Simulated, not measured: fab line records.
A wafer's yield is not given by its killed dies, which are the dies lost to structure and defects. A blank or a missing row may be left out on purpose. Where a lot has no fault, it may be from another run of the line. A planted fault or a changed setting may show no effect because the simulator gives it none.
A lot that was struck, set against a sound lot / flow n5-finfet / 16 steps out of a route of 1938
Sound: the wafers L155.1, L155.4, L155.6. Wafers struck: L162.2, L162.3, L162.4. Last of all comes the cause.
Per side, at each step with rows, come the tool, then ch with its chambers, and then its first start. Under that, the readings that differ: sound wafers / struck wafers / difference of the means / sigmas: that difference in standard deviations of wafers without a fault.
alike: readings with means less than 2 such deviations apart, plus words and numbers identical on both sides. not compared: withheld readings, readings lacking a value on some wafer, bounds such as >300 that could conceal the same value, and numbers that have no deviation in the record and whose values overlap.
The two part at a step that has a row with sigmas, a row that says differs or no value, or rows on one side only. Numbers that don't overlap but have no deviation are shown without sigmas and don't part them. A reading that every wafer of one side lacks parts them only if that side has two wafers or more.

N5_BEOL_M3_INSPECT_30: inspects for defects (brightfield).
  sound: defect-inspect-02 at day 7 18:46; struck: defect-inspect-02 at day 9 17:36
  alike: raw-defect-count
N5_BEOL_M3_DESCUM_33: chemistry O2, time 7 s.
  sound on rie-diel-01 ch 0,1,2, day 7 18:47; struck on rie-diel-02 ch 0,2,3, day 9 17:38
  alike: drypump-motor-current-A, o2-flow-sccm, oes-product-au, rf-vpp-V, showerhead-plenum-p-Torr, throttle-valve-pct
  not compared: rf-hours-counter-h
N5_BEOL_M3_ETCH_77: etches underlayer in N2/H2, target depth 6.5 nm, time 5.2 s.
  sound on rie-diel-01 ch 0,1,2, day 7 18:50; struck on rie-diel-02 ch 0,2,3, day 9 17:40
  alike: bias-w, drypump-motor-current-A, etch-rf-on-time-s, oes-product-au, rf-vpp-V, showerhead-plenum-p-Torr, throttle-valve-pct
  not compared: rf-hours-counter-h
then, 2 steps without rows for these wafers: N5_BEOL_M3_ETCH_69 (etches SiARC in CF4, target depth 15.6 nm, time 26 s); N5_BEOL_M3_ALD_98 (deposits SiO2, target thk 2.5 nm, pulse time 1 s, co reactant pulse time 1 s).
N5_BEOL_M3_ETCHBACK_99: etches SiO2 in CHF3, target depth 5 nm, time 10.4 s.
  sound on rie-diel-01 ch 0,1,2, day 7 23:07; struck on rie-diel-01 ch 0,1,3, day 9 21:00
  alike: bias-w, drypump-motor-current-A, oes-product-au, rf-vpp-V, showerhead-plenum-p-Torr, throttle-valve-pct
  not compared: rf-hours-counter-h
N5_BEOL_M3_ETCH_70: etches SOC in N2/H2, target depth 80 nm, overetch 16 nm, time 120 s.
  sound on rie-diel-01 ch 0,1,2, day 7 23:10; struck on rie-diel-01 ch 0,1,3, day 9 21:02
  alike: bias-w, drypump-motor-current-A, oes-product-au, rf-vpp-V, showerhead-plenum-p-Torr, throttle-valve-pct
  not compared: rf-hours-counter-h
then, 4 steps without rows for these wafers: N5_BEOL_M3_STRIP_71 (strips in N2/H2); N5_BEOL_M3_STRIP_78 (strips in N2/H2); N5_BEOL_M3_VIA_ETCH_34 (etches the open film in C4F6/O2, target depth 69.4 nm, time 65.9 s); N5_BEOL_M3_STRIP_83 (strips in C4F6/O2).
N5_BEOL_M3_STRIP_36: strips in N2/H2.
  sound on rie-diel-01 ch 0,1,2, day 7 23:19; struck on rie-diel-01 ch 0,1,3, day 9 21:12
  alike: drypump-motor-current-A, oes-product-au, rf-vpp-V, showerhead-plenum-p-Torr, throttle-valve-pct
  not compared: rf-hours-counter-h
N5_BEOL_M3_TRENCH_ETCH_37: etches SiOC in C4F6/O2, target depth 55.555 nm, time 29.2 s.
  sound on rie-diel-01 ch 0,1,2, day 7 23:22; struck on rie-diel-01 ch 0,1,3, day 9 21:14
reading=bias-w (W); sound=184.9 184.9 185.5; struck=192.2 191.6 192.4; difference=+7.0; sigmas=+12
reading=rf-vpp-V (V); sound=666 667 658; struck=682 678 685; difference=+18; sigmas=+2
  alike: O2_flow_sccm, drypump-motor-current-A, oes-product-au, showerhead-plenum-p-Torr, throttle-valve-pct
  not compared: rf-hours-counter-h
then, 1 step without rows for these wafers: N5_BEOL_M3_ETCH_41 (etches SiCN in CH3F/O2, target depth 29.9 nm, time 52.5 s).
N5_BEOL_M4_RC_MEAS_101:
  sound on prober-01 ch 0, day 8 17:53; struck on prober-02 ch 0, day 10 17:31
reading=DIBL_P (mV/V); sound=38.9 39.2 38.4; struck=34.0 35.2 33.4; difference=-4.6; sigmas=-3
reading=SS_P (mV/dec); sound=74.9 74.1 74.5; struck=72.5 72.3 72.3; difference=-2.1; sigmas=-3
  alike: DIBL_N, IOFF_N, IOFF_P, ION_N, ION_P, SS_N, VT_N, VT_P
next, for these wafers, 1 step has no rows: N5_PASSIVATION_PROBE_49.

WHERE THEY PART
Last at N5_BEOL_M4_RC_MEAS_101 as far as this record goes, first at N5_BEOL_M3_TRENCH_ETCH_37.

WHY: the cause the simulator had injected
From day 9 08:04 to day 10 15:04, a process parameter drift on rie-diel-01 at N5_BEOL_M3_TRENCH_ETCH_37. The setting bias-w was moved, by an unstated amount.
